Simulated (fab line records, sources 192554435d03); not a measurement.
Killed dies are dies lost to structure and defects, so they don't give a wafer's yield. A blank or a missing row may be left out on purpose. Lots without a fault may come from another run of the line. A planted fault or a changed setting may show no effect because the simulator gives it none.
A struck lot beside a sound one | flow n5_finfet | 38 steps out of a route of 1938
Sound: wafers L617.2, L617.3, L617.6. Struck: wafer L608.3. (L608.1, L608.5 of the same lot were not struck and are left out.) The cause comes at the end.
At each step with rows: each side's tool, then ch and its chambers, then its first start. Under that, the readings that differ: sound wafers | struck wafers | difference of the means | sigmas: that difference in standard deviations of wafers without a fault.
alike: readings whose means differ by less than 2 such deviations, and words and numbers that are the same on both sides. not compared: withheld readings, readings that some wafer has no value for, bounds like >300 that may hide the same value, and numbers for which the record gives no deviation and whose values overlap.
The two part at a step that has a row with sigmas, a row that says differs or no value, or rows on one side only. Numbers that don't overlap but have no deviation are shown without sigmas and don't part them. A reading that every wafer of one side lacks parts them only if that side has two wafers or more.

first, 9 steps without rows for these wafers: N5_BEOL_M4_ANNEAL_95 (time 240 s); N5_BEOL_M4_SPUTTER_96 (material Cu, target thk 4.5 nm, time 8.29 s); N5_BEOL_M4_ECD_50 (material Cu, target thk 300 nm); N5_BEOL_M4_ANNEAL_51 (time 90 s); N5_BEOL_M4_CMP_52 (polishes, stops on SiOC, t overpolish 6.8 s, target thk 40 nm); N5_BEOL_M4_PRE_CLEAN_60 (time 15 s); N5_BEOL_M4_CO_CAP_55 (material Co, precursor CCTBA/H2, target thk 2 nm, time 102.1 s); N5_BEOL_M4_PRE_CLEAN_56 (time 15 s); N5_BEOL_M4_DEP_57 (deposits SiCN from 3MS/NH3, target thk 8 nm, time 14 s).
N5_BEOL_M4_RC_MEAS_101:
  sound on prober-01 ch 0, day 13 21:51; struck on prober-01 ch 0, day 11 10:19
  reading       | sound          | struck | difference | sigmas
  DIBL_N (mV/V) | 34.5 35.1 34.4 | 38.1   | +3.4       | +2
  alike: DIBL_P, IOFF_N, IOFF_P, ION_N, ION_P, SS_N, SS_P, VT_N, VT_P
then, 24 steps without rows for these wafers: N5_BEOL_M5_ILD_DEP_00 (deposits SiCOH lowk from DEMS/porogen, target thk 140.64 nm, time 25.9 s); N5_BEOL_M5_CURE_79 (cures SiCOH lowk, time 240 s); N5_BEOL_M5_PECVD_70 (deposits SiO2 from TEOS/O2, target thk 16 nm, time 18 s); N5_BEOL_M5_HM_DEP_02 (deposits TiN, target thk 20 nm); N5_BEOL_M5_COAT_59 (time 60 s, resist thk 60 nm); N5_BEOL_M5_COAT_60 (time 60 s, resist thk 12 nm); N5_BEOL_M5_COAT_71 (time 60 s, resist thk 5 nm); N5_BEOL_M5_COAT_05 (resist thk 30 nm); N5_BEOL_M5_EBR_07; N5_BEOL_M5_SOFTBAKE_06 (time 60 s); N5_BEOL_M5_EXPOSE_08 (exposes mask M5, target cd 28 nm); N5_BEOL_M5_PEB_09 (peb time 60 s); N5_BEOL_M5_DEVELOP_10 (develop time 30 s); N5_BEOL_M5_DESCUM_16 (chemistry O2, time 7 s); N5_BEOL_M5_ETCH_72 (etches underlayer in N2/H2, target depth 6.5 nm, time 5.2 s); N5_BEOL_M5_ETCH_61 (etches SiARC in CF4, target depth 15.6 nm, time 26 s); N5_BEOL_M5_ETCH_62 (etches SOC in N2/H2, target depth 75 nm, overetch 15 nm, time 112.5 s); N5_BEOL_M5_STRIP_63 (strips in N2/H2); N5_BEOL_M5_STRIP_73 (strips in N2/H2); N5_BEOL_M5_STRIP_64 (strips in CF4); N5_BEOL_M5_HM_OPEN_17 (chemistry Cl2/BCl3, target TiN, target depth 20 nm, overetch 6 nm); N5_BEOL_M5_STRIP_19 (strips in O2); N5_BEOL_M5_COAT_65 (time 60 s, resist thk 60 nm); N5_BEOL_M5_COAT_66 (time 60 s, resist thk 12 nm).
-- the record jumps here: 2 days lie between the struck wafers' starts before and after (it left off in module BEOL_M5 and takes up again in module BEOL_M11, whose first step shown is number 1536 of the route) --
N5_BEOL_M11_ILD_DEP_00: deposits SiCOH lowk from DEMS/porogen, target thk 308.51 nm, time 58 s.
  sound on pecvd-01 ch 0,2, day 16 12:33; struck on pecvd-01 ch 2, day 13 15:22
  reading                                             | sound             | struck | difference | sigmas
  run_length_s (s)                                    | 101.6 101.4 101.7 | 142.6  | +41.0      | +64
  model.SiCOH_lowk_of_BEOL_M11_ILD_DEP_00.thk_nm (nm) | 304 314 309.8     | 522    | +213       |
  alike: heater_power_outer_w, heater_power_w, showerhead_plenum_p_Torr, throttle_valve_pct
N5_BEOL_M11_THK_MEAS_01:
  sound on film_metro-01, day 16 13:10; struck on film_metro-01, day 13 15:57
  reading          | sound       | struck | difference | sigmas
  M11_ILD_THK (nm) | 264 273 269 | 459    | +190       | +53
N5_BEOL_M11_CMP_52: polishes, stops on SiCOH lowk, t overpolish 7 s, target thk 140 nm.
  sound on cmp-03 ch 1,2,3, day 16 19:47; struck on cmp-02 ch 1, day 13 23:55
  reading                                             | sound         | struck | difference | sigmas
  model.SiCOH_lowk_of_BEOL_M11_ILD_DEP_00.thk_nm (nm) | 261 269.8 266 | 455.8  | +190.2     |
  alike: motor_current_A, slurry_flow_ml_min
-- the record jumps here: 2 days lie between the struck wafers' starts before and after (it left off in module BEOL_M11 and takes up again in module PASSIVATION, whose first step shown is number 1936 of the route) --
N5_PASSIVATION_PROBE_49:
  the record has rows for the struck wafers here (prober-01, day 16 06:27) and none for the sound ones

WHERE THEY PART
First at N5_BEOL_M4_RC_MEAS_101; last, within this record, at N5_PASSIVATION_PROBE_49.

WHY: what the simulator had put in
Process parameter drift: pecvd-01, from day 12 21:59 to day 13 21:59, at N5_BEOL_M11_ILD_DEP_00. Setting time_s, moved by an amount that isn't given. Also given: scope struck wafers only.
